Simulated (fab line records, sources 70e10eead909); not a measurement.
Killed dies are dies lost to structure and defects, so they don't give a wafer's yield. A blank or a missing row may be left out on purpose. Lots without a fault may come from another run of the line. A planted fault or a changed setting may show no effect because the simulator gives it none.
Which tool did it? | flow nand_harc | 24 lots, 72 wafers sampled, at 6 steps of a route of 1302

WHAT THE GAUGES READ, wafer by wafer
The record holds no reading of a measuring or inspecting step that can be judged against a usual standard deviation.

WHICH TOOL RAN EACH LOT (tool, then ch and the chambers of the sampled wafers, then the start)
lot  | NHARC_A_WL_FILL_CVD_03        | NHARC_A_WL_FILL_STRIP_27             | NHARC_A_CONTACT_ETCH_50                       | NHARC_A_CONTACT_ETCH_51                       | NHARC_A_CONTACT_ETCH_115             | NHARC_A_CONTACT_ETCH_131
L076 | cvd_w-01 ch 0,1, day 21 01:23 | plasma_asher-02 ch 0,1, day 21 02:06 | rie_diel-04 ch 0,1, day 22 03:02 or earlier   | rie_diel-04 ch 0,1, day 22 03:02 or earlier   | har_cap_etch-03 ch 0,1, day 22 03:02 | har_cap_etch-02 ch 0,1, day 22 14:34
L074 | cvd_w-02 ch 0,1, day 21 01:33 | plasma_asher-01 ch 0,1, day 21 02:19 | rie_diel-04 ch 0,2,3, day 22 04:53 or earlier | rie_diel-04 ch 0,3, day 22 04:53 or earlier   | har_cap_etch-02 ch 0, day 22 04:53   | har_cap_etch-03 ch 0,1, day 22 15:40
L075 | cvd_w-01 ch 0,1, day 21 05:04 | plasma_asher-02 ch 0,1, day 21 05:47 | rie_diel-03 ch 1,2, day 22 11:58 or earlier   | rie_diel-03 ch 0,1, day 22 11:58 or earlier   | har_cap_etch-01 ch 0,1, day 22 11:58 | har_cap_etch-03 ch 0,1, day 22 23:05
L077 | cvd_w-01 ch 0,1, day 22 01:05 | plasma_asher-02 ch 0,1, day 22 01:47 | rie_diel-03 ch 0,1,2, day 23 03:16 or earlier | rie_diel-03 ch 0,2, day 23 03:16 or earlier   | har_cap_etch-02 ch 0,1, day 23 03:16 | har_cap_etch-03 ch 0,1, day 23 15:05
L078 | cvd_w-02 ch 0,1, day 22 01:20 | plasma_asher-02 ch 0,1, day 22 02:01 | rie_diel-04 ch 0,1,2, day 23 04:02 or earlier | rie_diel-04 ch 0,1, day 23 04:02 or earlier   | har_cap_etch-03 ch 0,1, day 23 04:02 | har_cap_etch-01 ch 0,1, day 23 16:04
L079 | cvd_w-02 ch 0,1, day 22 04:47 | plasma_asher-02 ch 0,1, day 22 05:32 | rie_diel-02 ch 0,2,3, day 23 08:05 or earlier | rie_diel-02 ch 1,2,3, day 23 08:05 or earlier | har_cap_etch-02 ch 0,1, day 23 08:05 | har_cap_etch-02 ch 0,1, day 23 18:37
L082 | cvd_w-02 ch 0,1, day 22 18:34 | plasma_asher-02 ch 0,1, day 22 19:19 | rie_diel-04 ch 2,3, day 23 22:47 or earlier   | rie_diel-04 ch 0,2,3, day 23 22:47 or earlier | har_cap_etch-03 ch 0,1, day 23 22:47 | har_cap_etch-02 ch 0,1, day 24 10:10
L080 | cvd_w-01 ch 0,1, day 22 18:34 | plasma_asher-02 ch 0,1, day 22 19:26 | rie_diel-04 ch 0,1,2, day 24 00:01 or earlier | rie_diel-04 ch 1,3, day 24 00:01 or earlier   | har_cap_etch-01 ch 0,1, day 24 00:01 | har_cap_etch-03 ch 0,1, day 24 13:38
L081 | cvd_w-01 ch 0,1, day 22 22:16 | plasma_asher-02 ch 0,1, day 22 22:59 | rie_diel-02 ch 0,3, day 24 01:23 or earlier   | rie_diel-02 ch 0,1,3, day 24 01:23 or earlier | har_cap_etch-03 ch 0,1, day 24 01:23 | har_cap_etch-02 ch 0,1, day 24 17:43
L083 | cvd_w-02 ch 1, day 24 13:31   | plasma_asher-01 ch 1, day 24 14:14   | rie_diel-02 ch 0,1, day 25 14:38 or earlier   | rie_diel-02 ch 0,1,3, day 25 14:38 or earlier | har_cap_etch-01 ch 0,1, day 25 14:38 | har_cap_etch-03 ch 0,1, day 26 00:58
L084 | cvd_w-02 ch 1, day 24 23:13   | plasma_asher-01 ch 0,1, day 24 23:59 | rie_diel-04 ch 1,3, day 26 02:20 or earlier   | rie_diel-04 ch 2,3, day 26 02:20 or earlier   | har_cap_etch-02 ch 0,1, day 26 02:20 | har_cap_etch-02 ch 0,1, day 26 14:05
L086 | cvd_w-01 ch 0, day 25 09:10   | plasma_asher-01 ch 0,1, day 25 10:13 | rie_diel-04 ch 1,2,3, day 26 12:59 or earlier | rie_diel-04 ch 0,1,3, day 26 12:59 or earlier | har_cap_etch-03 ch 0,1, day 26 12:59 | har_cap_etch-03 ch 0,1, day 27 00:34
L085 | cvd_w-02 ch 0,1, day 25 09:16 | plasma_asher-02 ch 0,1, day 25 10:07 | rie_diel-04 ch 0,2,3, day 26 14:09 or earlier | rie_diel-04 ch 1,2,3, day 26 14:09 or earlier | har_cap_etch-01 ch 0,1, day 26 14:09 | har_cap_etch-01 ch 0,1, day 27 03:07
L087 | cvd_w-01 ch 1, day 26 06:28   | plasma_asher-01 ch 0,1, day 26 07:33 | rie_diel-04 ch 0,1,3, day 27 09:42 or earlier | rie_diel-04 ch 0,1,2, day 27 09:42 or earlier | har_cap_etch-03 ch 0,1, day 27 09:42 | har_cap_etch-01 ch 0,1, day 27 22:15
L089 | cvd_w-01 ch 0,1, day 26 17:59 | plasma_asher-02 ch 0,1, day 26 18:41 | rie_diel-04 ch 0,3, day 27 19:52 or earlier   | rie_diel-04 ch 0,2,3, day 27 19:52 or earlier | har_cap_etch-02 ch 0,1, day 27 19:52 | har_cap_etch-02 ch 1, day 28 06:11
L088 | cvd_w-02 ch 0,1, day 26 21:52 | plasma_asher-01 ch 0,1, day 26 22:38 | rie_diel-02 ch 2,3, day 28 02:39 or earlier   | rie_diel-02 ch 0,1,3, day 28 02:39 or earlier | har_cap_etch-03 ch 0,1, day 28 02:39 | har_cap_etch-03 ch 0,1, day 28 13:36
L090 | cvd_w-02 ch 1, day 28 01:03   | plasma_asher-01 ch 1, day 28 01:45   | rie_diel-04 ch 0,1,2, day 29 08:31 or earlier | rie_diel-04 ch 0,1,3, day 29 08:31 or earlier | har_cap_etch-03 ch 0,1, day 29 08:31 | har_cap_etch-03 ch 0,1, day 29 20:06
L092 | cvd_w-02 ch 0,1, day 28 12:31 | plasma_asher-02 ch 0,1, day 28 13:13 | rie_diel-04 ch 1,2,3, day 29 17:02 or earlier | rie_diel-04 ch 0,3, day 29 17:02 or earlier   | har_cap_etch-02 ch 0,1, day 29 17:02 | har_cap_etch-02 ch 0,1, day 30 04:07
L091 | cvd_w-01 ch 0,1, day 28 12:35 | plasma_asher-01 ch 0,1, day 28 13:20 | rie_diel-04 ch 0,2,3, day 29 14:38 or earlier | rie_diel-04 ch 0,2,3, day 29 14:38 or earlier | har_cap_etch-01 ch 0,1, day 29 14:38 | har_cap_etch-03 ch 0,1, day 30 03:02
L094 | cvd_w-01 ch 0,1, day 28 16:28 | plasma_asher-02 ch 0,1, day 28 17:14 | rie_diel-02 ch 0,1,3, day 29 22:29 or earlier | rie_diel-02 ch 0,1,2, day 29 22:29 or earlier | har_cap_etch-02 ch 0,1, day 29 22:29 | har_cap_etch-01 ch 0,1, day 30 12:16
L093 | cvd_w-01 ch 1, day 28 16:46   | plasma_asher-02 ch 0,1, day 28 17:31 | rie_diel-03 ch 0,1,2, day 29 21:01 or earlier | rie_diel-03 ch 0,2,3, day 29 21:01 or earlier | har_cap_etch-01 ch 1, day 29 21:01   | har_cap_etch-01 ch 0,1, day 30 09:17
L095 | cvd_w-02 ch 0,1, day 29 06:54 | plasma_asher-01 ch 0,1, day 29 07:51 | rie_diel-04 ch 0,1,2, day 30 08:16 or earlier | rie_diel-04 ch 0,1,2, day 30 08:16 or earlier | har_cap_etch-03 ch 0,1, day 30 08:16 | har_cap_etch-03 ch 0,1, day 30 21:50
L096 | cvd_w-02 ch 0,1, day 29 09:14 | plasma_asher-02 ch 0,1, day 29 10:01 | rie_diel-03 ch 1,2,3, day 30 09:05 or earlier | rie_diel-03 ch 1,2,3, day 30 09:05 or earlier | har_cap_etch-02 ch 0,1, day 30 09:05 | har_cap_etch-02 ch 0,1, day 30 22:30
L097 | cvd_w-01 ch 0,1, day 29 15:21 | plasma_asher-02 ch 0,1, day 29 16:20 | rie_diel-03 ch 1,2,3, day 30 23:21 or earlier | rie_diel-03 ch 0,2,3, day 30 23:21 or earlier | har_cap_etch-01 ch 0,1, day 30 23:21 | har_cap_etch-01 ch 0,1, day 31 10:16
- NHARC_A_WL_FILL_CVD_03: deposits W, target thk 40 nm, time 279 s.
- NHARC_A_WL_FILL_STRIP_27: strips in N2/H2, time 20 s.
- NHARC_A_CONTACT_ETCH_50: etches the open film in CF4/CHF3, target depth 121 nm, time 60.5 s.
- NHARC_A_CONTACT_ETCH_51: etches the open film in O2/COS, target depth 7000 nm, time 1820 s.
- NHARC_A_CONTACT_ETCH_115: etches the open film in C4F8/O2/Ar, time 190 s, target depth 1850 nm.
- NHARC_A_CONTACT_ETCH_131: etches the open film in C4F8/O2/Ar, time 197 s, target depth 1918 nm.

WHAT THE TOOLS THEMSELVES READ (means of the sampled wafers that have a number; where no wafer has one, the mark that the record gives instead)
NHARC_A_WL_FILL_CVD_03. Usual: heater_power_w 432 W, standard deviation 29; throttle_valve_pct 7.78 %, standard deviation 0.19.
lot  | tool     | heater_power_w (W) | throttle_valve_pct (%) | flag
L076 | cvd_w-01 | 427                | 7.61                   |
L074 | cvd_w-02 | 453                | 7.73                   |
L075 | cvd_w-01 | 416                | 7.63                   |
L077 | cvd_w-01 | 402                | 7.51                   |
L078 | cvd_w-02 | 456                | 7.76                   |
L079 | cvd_w-02 | 448                | 7.86                   |
L082 | cvd_w-02 | 448                | 7.81                   |
L080 | cvd_w-01 | 407                | 7.65                   |
L081 | cvd_w-01 | 408                | 7.73                   |
L083 | cvd_w-02 | 444                | 7.91                   |
L084 | cvd_w-02 | 452                | 7.93                   |
L086 | cvd_w-01 | 380                | 7.60                   |
L085 | cvd_w-02 | 434                | 7.77                   |
L087 | cvd_w-01 | 456                | 7.74                   |
L089 | cvd_w-01 | 401                | 7.62                   |
L088 | cvd_w-02 | 447                | 7.95                   |
L090 | cvd_w-02 | 454                | 7.87                   |
L092 | cvd_w-02 | 457                | 8.06                   |
L091 | cvd_w-01 | 403                | 7.77                   |
L094 | cvd_w-01 | 427                | 7.64                   |
L093 | cvd_w-01 | 449                | 7.88                   |
L095 | cvd_w-02 | 453                | 7.83                   |
L096 | cvd_w-02 | 440                | 7.90                   |
L097 | cvd_w-01 | 426                | 7.63                   |

NHARC_A_WL_FILL_STRIP_27. Usual: drypump_motor_current_A 5.2 A, standard deviation 0.48; heater_power_w 314 W, standard deviation 20.
lot  | tool            | drypump_motor_current_A (A) | heater_power_w (W) | flag
L076 | plasma_asher-02 | 4.9                         | 312                |
L074 | plasma_asher-01 | 5.4                         | 293                |
L075 | plasma_asher-02 | 5.0                         | 314                |
L077 | plasma_asher-02 | 4.8                         | 331                |
L078 | plasma_asher-02 | 4.8                         | 325                |
L079 | plasma_asher-02 | 4.8                         | 327                |
L082 | plasma_asher-02 | 5.0                         | 310                |
L080 | plasma_asher-02 | 4.9                         | 316                |
L081 | plasma_asher-02 | 5.0                         | 315                |
L083 | plasma_asher-01 | 6.1                         | 300                |
L084 | plasma_asher-01 | 5.7                         | 305                |
L086 | plasma_asher-01 | 5.8                         | 299                |
L085 | plasma_asher-02 | 4.9                         | 315                |
L087 | plasma_asher-01 | 5.4                         | 304                |
L089 | plasma_asher-02 | 4.9                         | 329                |
L088 | plasma_asher-01 | 5.7                         | 300                |
L090 | plasma_asher-01 | 6.1                         | 299                |
L092 | plasma_asher-02 | 5.0                         | 317                |
L091 | plasma_asher-01 | 5.7                         | 301                |
L094 | plasma_asher-02 | 4.8                         | 328                |
L093 | plasma_asher-02 | 5.0                         | 320                |
L095 | plasma_asher-01 | 5.5                         | 300                |
L096 | plasma_asher-02 | 5.0                         | 315                |
L097 | plasma_asher-02 | 4.9                         | 319                |

NHARC_A_CONTACT_ETCH_50. Usual: drypump_motor_current_A 5.6 A, standard deviation 0.46; oes_product_au 0.949 a.u., standard deviation 0.021; rf_vpp_V 371.0 V, standard deviation 2.6; showerhead_plenum_p_Torr 1.59 Torr, standard deviation 0.074; throttle_valve_pct 16.802 %, standard deviation 0.0081.
lot  | tool        | drypump_motor_current_A (A) | oes_product_au (a.u.) | rf_vpp_V (V) | showerhead_plenum_p_Torr (Torr) | throttle_valve_pct (%) | flag
L076 | rie_diel-04 | 6.1                         | 0.943                 | 369.3        | 1.54                            | 16.797                 |
L074 | rie_diel-04 | 5.5                         | 0.970                 | 369.5        | 1.55                            | 16.802                 |
L075 | rie_diel-03 | 5.5                         | 0.980                 | 371.5        | 1.62                            | 16.805                 |
L077 | rie_diel-03 | 5.5                         | 0.919                 | 374.2        | 1.65                            | 16.806                 |
L078 | rie_diel-04 | 6.0                         | 0.948                 | 371.1        | 1.59                            | 16.802                 |
L079 | rie_diel-02 | 5.6                         | 0.932                 | 370.3        | 1.55                            | 16.809                 |
L082 | rie_diel-04 | 5.1                         | 0.942                 | 369.7        | 1.55                            | 16.804                 |
L080 | rie_diel-04 | 6.0                         | 0.934                 | 371.3        | 1.59                            | 16.809                 |
L081 | rie_diel-02 | 5.4                         | 0.929                 | 370.0        | 1.53                            | 16.802                 |
L083 | rie_diel-02 | 5.7                         | 0.959                 | 374.0        | 1.69                            | 16.810                 |
L084 | rie_diel-04 | 5.3                         | 0.951                 | 369.6        | 1.55                            | 16.812                 |
L086 | rie_diel-04 | 5.5                         | 0.951                 | 371.7        | 1.59                            | 16.798                 |
L085 | rie_diel-04 | 5.5                         | 0.962                 | 370.2        | 1.54                            | 16.808                 |
L087 | rie_diel-04 | 5.7                         | 0.961                 | 369.5        | 1.55                            | 16.800                 |
L089 | rie_diel-04 | 5.2                         | 0.928                 | 368.2        | 1.50                            | 16.796                 |
L088 | rie_diel-02 | 5.7                         | 0.935                 | 371.2        | 1.59                            | 16.801                 |
L090 | rie_diel-04 | 6.0                         | 0.975                 | 371.2        | 1.59                            | 16.811                 |
L092 | rie_diel-04 | 5.5                         | 0.959                 | 371.2        | 1.59                            | 16.805                 |
L091 | rie_diel-04 | 5.5                         | 0.974                 | 369.5        | 1.54                            | 16.795                 |
L094 | rie_diel-02 | 5.5                         | 0.913                 | 373.0        | 1.64                            | 16.794                 |
L093 | rie_diel-03 | 5.5                         | 0.968                 | 372.7        | 1.64                            | 16.807                 |
L095 | rie_diel-04 | 6.0                         | 0.946                 | 370.4        | 1.58                            | 16.800                 |
L096 | rie_diel-03 | 5.6                         | 0.958                 | 370.4        | 1.59                            | 16.801                 |
L097 | rie_diel-03 | 5.6                         | 0.940                 | 371.4        | 1.59                            | 16.804                 |

NHARC_A_CONTACT_ETCH_51. Usual: drypump_motor_current_A 5.6 A, standard deviation 0.46; oes_product_au 0.997 a.u., standard deviation 0.014; rf_vpp_V 314.6 V, standard deviation 2.2; showerhead_plenum_p_Torr 3.15 Torr, standard deviation 0.15; throttle_valve_pct 28.330 %, standard deviation 0.0083.
lot  | tool        | drypump_motor_current_A (A) | oes_product_au (a.u.) | rf_vpp_V (V) | showerhead_plenum_p_Torr (Torr) | throttle_valve_pct (%) | flag
L076 | rie_diel-04 | 6.2                         | 0.992                 | 315.0        | 3.16                            | 28.335                 |
L074 | rie_diel-04 | 5.7                         | 0.995                 | 311.5        | 2.97                            | 28.332                 |
L075 | rie_diel-03 | 5.4                         | 0.977                 | 316.5        | 3.35                            | 28.337                 |
L077 | rie_diel-03 | 5.3                         | 0.999                 | 315.5        | 3.22                            | 28.338                 |
L078 | rie_diel-04 | 6.1                         | 0.999                 | 313.0        | 3.06                            | 28.329                 |
L079 | rie_diel-02 | 5.6                         | 1.007                 | 315.4        | 3.23                            | 28.329                 |
L082 | rie_diel-04 | 5.5                         | 1.007                 | 313.9        | 3.07                            | 28.335                 |
L080 | rie_diel-04 | 5.3                         | 0.986                 | 314.1        | 3.08                            | 28.325                 |
L081 | rie_diel-02 | 5.5                         | 0.995                 | 314.2        | 3.12                            | 28.328                 |
L083 | rie_diel-02 | 5.6                         | 0.995                 | 317.0        | 3.27                            | 28.333                 |
L084 | rie_diel-04 | 5.1                         | 0.997                 | 313.4        | 3.07                            | 28.335                 |
L086 | rie_diel-04 | 5.7                         | 1.003                 | 313.4        | 3.06                            | 28.333                 |
L085 | rie_diel-04 | 5.6                         | 0.994                 | 314.3        | 3.16                            | 28.331                 |
L087 | rie_diel-04 | 6.0                         | 0.993                 | 314.4        | 3.15                            | 28.331                 |
L089 | rie_diel-04 | 5.5                         | 0.999                 | 313.2        | 3.06                            | 28.326                 |
L088 | rie_diel-02 | 5.6                         | 0.994                 | 316.9        | 3.26                            | 28.328                 |
L090 | rie_diel-04 | 5.7                         | 0.991                 | 312.8        | 3.06                            | 28.329                 |
L092 | rie_diel-04 | 5.2                         | 0.997                 | 311.8        | 2.97                            | 28.331                 |
L091 | rie_diel-04 | 5.5                         | 1.005                 | 312.9        | 3.06                            | 28.326                 |
L094 | rie_diel-02 | 5.8                         | 0.996                 | 316.3        | 3.28                            | 28.318                 |
L093 | rie_diel-03 | 5.4                         | 1.003                 | 314.2        | 3.17                            | 28.328                 |
L095 | rie_diel-04 | 6.0                         | 1.005                 | 314.1        | 3.14                            | 28.325                 |
L096 | rie_diel-03 | 5.6                         | 1.003                 | 314.2        | 3.15                            | 28.329                 |
L097 | rie_diel-03 | 5.4                         | 0.994                 | 314.1        | 3.17                            | 28.324                 |

THE ANSWER, worked out from the rows above alone
Rule: a lot is off if the mean of its wafers that have a number lies more than 3 standard deviations from the usual mean. A lot without any number at a reading at which 4 lots or more have one is off too. The other lots that the step has rows for count as sound. The gauges are gone through in route order, then the tools' own readings, and for those a lot's mean is taken as printed above. The first step at which some lot is off is used, and at that step the reading that is off furthest; a lot without a number counts as furthest.
No lot is off at any reading shown: from this, nothing can be told.

WHAT THE SIMULATOR HAD PUT IN
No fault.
